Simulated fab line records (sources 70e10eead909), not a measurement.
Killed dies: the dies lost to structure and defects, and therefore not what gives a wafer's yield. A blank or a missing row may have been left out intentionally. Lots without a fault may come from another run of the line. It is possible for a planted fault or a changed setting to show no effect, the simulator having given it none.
The tool behind it: which one?	flow nand harc	12 lots, 36 wafers sampled, at 4 steps of a route of 1159

## WHAT THE GAUGES SHOWED, per wafer
NHARC_P_GATE_CD_MEAS_91: target cd 2000 nm.
lot	measured	on	cd nm (nm)
L500	day 5 12:02	cd sem-01	1999.9 2001.9 2001.3
L501	day 5 11:43	cd sem-01	2000.4 1997.6 1998.4
L502	day 6 02:25	cd sem-03	2001.4 2003.0 2002.2
L504	day 6 05:59	cd sem-01	1997.8 2000.8 2000.5
L506	day 7 01:49	cd sem-02	1999.2 1999.2 2000.2
L508	day 7 14:16	cd sem-01	2001.2 2000.5 2000.0
L510	day 7 20:14	cd sem-03	2000.4 2001.0 2001.3
L509	day 7 20:48	cd sem-01	1981.4 1981.7 1979.0
L519	day 9 23:59	cd sem-01	2000.4 2002.3 2000.2
L520	day 10 08:19	cd sem-01	2001.7 2001.4 1999.7
L522	day 10 23:26	cd sem-03	1999.6 2000.3 2000.0
L523	day 11 03:04	cd sem-03	2000.6 2000.8 2000.1

## WHICH TOOL RAN EACH LOT (tool, then ch and the chambers of the sampled wafers, then the start)
lot	NHARC_P_GATE_ALD_36	NHARC_P_GATE_STRIP_112	NHARC_P_GATE_EXPOSE_88
L500	ald sin-02 ch 0,1, day 4 22:14	plasma asher-02 ch 0,1, day 5 10:59	krf scanner-03 ch 0, day 5 11:54
L501	ald sin-03 ch 0,1,3, day 5 00:16	plasma asher-02 ch 0,1, day 5 10:40	krf scanner-04 ch 0, day 5 11:34
L502	ald sin-03 ch 0,1,2, day 5 12:32	plasma asher-02 ch 0,1, day 6 01:22	krf scanner-04 ch 0, day 6 02:16
L504	ald sin-02 ch 1,2,3, day 5 19:24	plasma asher-01 ch 0,1, day 6 04:55	krf scanner-04 ch 0, day 6 05:50
L506	ald sin-03 ch 0,1,2, day 6 11:37	plasma asher-01 ch 0,1, day 7 00:38	krf scanner-03 ch 0, day 7 01:40
L508	ald sin-04 ch 0,2,3, day 7 00:46	plasma asher-01 ch 0,1, day 7 13:08	krf scanner-01 ch 0, day 7 14:07
L510	ald sin-03 ch 1,3, day 7 05:59	plasma asher-02 ch 0,1, day 7 19:02	krf scanner-04 ch 0, day 7 20:04
L509	ald sin-02 ch 0,1, day 7 06:37	plasma asher-01 ch 0, day 7 19:37	krf scanner-03 ch 0, day 7 20:39
L519	ald sin-04 ch 0,1,3, day 9 10:09	plasma asher-02 ch 0,1, day 9 22:48	krf scanner-01 ch 0, day 9 23:50
L520	ald sin-03 ch 0,3, day 9 18:13	plasma asher-02 ch 0,1, day 10 07:08	krf scanner-01 ch 0, day 10 08:10
L522	ald sin-03 ch 0,2, day 10 09:56	plasma asher-02 ch 0, day 10 22:22	krf scanner-04 ch 0, day 10 23:17
L523	ald sin-04 ch 0,2, day 10 14:09	plasma asher-02 ch 0,1, day 11 02:01	krf scanner-04 ch 0, day 11 02:55
- NHARC_P_GATE_ALD_36: deposits SiNx, target thk 20 nm, pulse time 60 s, ald cycles 223.
- NHARC_P_GATE_STRIP_112: strips in N2/H2, time 200 s.
- NHARC_P_GATE_EXPOSE_88: exposes mask P HVN, target cd 2000 nm.

## WHAT THE TOOLS THEMSELVES READ (means of the sampled wafers that have a number; where no wafer has one, the mark that the record gives instead)
NHARC_P_GATE_ALD_36.
lot	tool	heater power outer w (W)	heater power w (W)	precursor pulse height rel
L500	ald sin-02	555	866	0.996
L501	ald sin-03	504	821	1.010
L502	ald sin-03	524	831	1.014
L504	ald sin-02	542	865	1.014
L506	ald sin-03	524	832	1.000
L508	ald sin-04	521	880	1.012
L510	ald sin-03	483	761	1.002
L509	ald sin-02	553	895	1.004
L519	ald sin-04	555	923	0.988
L520	ald sin-03	501	817	0.987
L522	ald sin-03	553	892	1.003
L523	ald sin-04	574	957	1.015

NHARC_P_GATE_STRIP_112.
lot	tool	drypump motor current A (A)	heater power w (W)
L500	plasma asher-02	6.4	82.2
L501	plasma asher-02	6.4	83.7
L502	plasma asher-02	6.4	83.7
L504	plasma asher-01	5.9	84.5
L506	plasma asher-01	5.8	86.9
L508	plasma asher-01	5.8	85.4
L510	plasma asher-02	6.4	83.7
L509	plasma asher-01	5.8	85.7
L519	plasma asher-02	6.4	80.3
L520	plasma asher-02	6.2	81.8
L522	plasma asher-02	6.0	80.0
L523	plasma asher-02	6.2	80.6

NHARC_P_GATE_EXPOSE_88.
lot	tool	stage vel mm s (mm/s)
L500	krf scanner-03	499.90
L501	krf scanner-04	500.22
L502	krf scanner-04	499.71
L504	krf scanner-04	500.15
L506	krf scanner-03	499.80
L508	krf scanner-01	499.96
L510	krf scanner-04	500.23
L509	krf scanner-03	500.05
L519	krf scanner-01	500.13
L520	krf scanner-01	500.06
L522	krf scanner-04	500.07
L523	krf scanner-04	499.90

## THE ANSWER, worked out from the rows above alone
Rule: the lots themselves supply what counts as usual. Put in order of their means at a reading, lots are off if they are a third of the lots or fewer, leave a main group of 4 or more, and stand apart from it by a gap of 3 or more times the standard deviation of the main group's means; of several such gaps the widest counts. Not used: any main group whose means are identical at the precision the tables above print for the reading. A lot without any number at a reading at which 4 lots or more have one is off too. All remaining lots with rows at the step are treated as sound. First the gauges in route order, then the tools' own readings, where a lot's mean is used as printed above. The first step at which some lot is off is used, and at that step the reading that is off furthest; a lot without a number counts as furthest.
Off at NHARC_P_GATE_CD_MEAS_91 (cd nm): L509. The main group: mean 2000.5 nm, standard deviation 0.88.
A tool fits if, at a process step before that reading, it ran every lot that is off, and no sound lot after the first of them. The gauges at NHARC_P_GATE_CD_MEAS_91 are tried like those tools. Can't be told from this: 3 tools fit, ald sin-02 at NHARC_P_GATE_ALD_36, plasma asher-01 at NHARC_P_GATE_STRIP_112, krf scanner-03 at NHARC_P_GATE_EXPOSE_88.

## WHAT THE SIMULATOR HAD INSERTED
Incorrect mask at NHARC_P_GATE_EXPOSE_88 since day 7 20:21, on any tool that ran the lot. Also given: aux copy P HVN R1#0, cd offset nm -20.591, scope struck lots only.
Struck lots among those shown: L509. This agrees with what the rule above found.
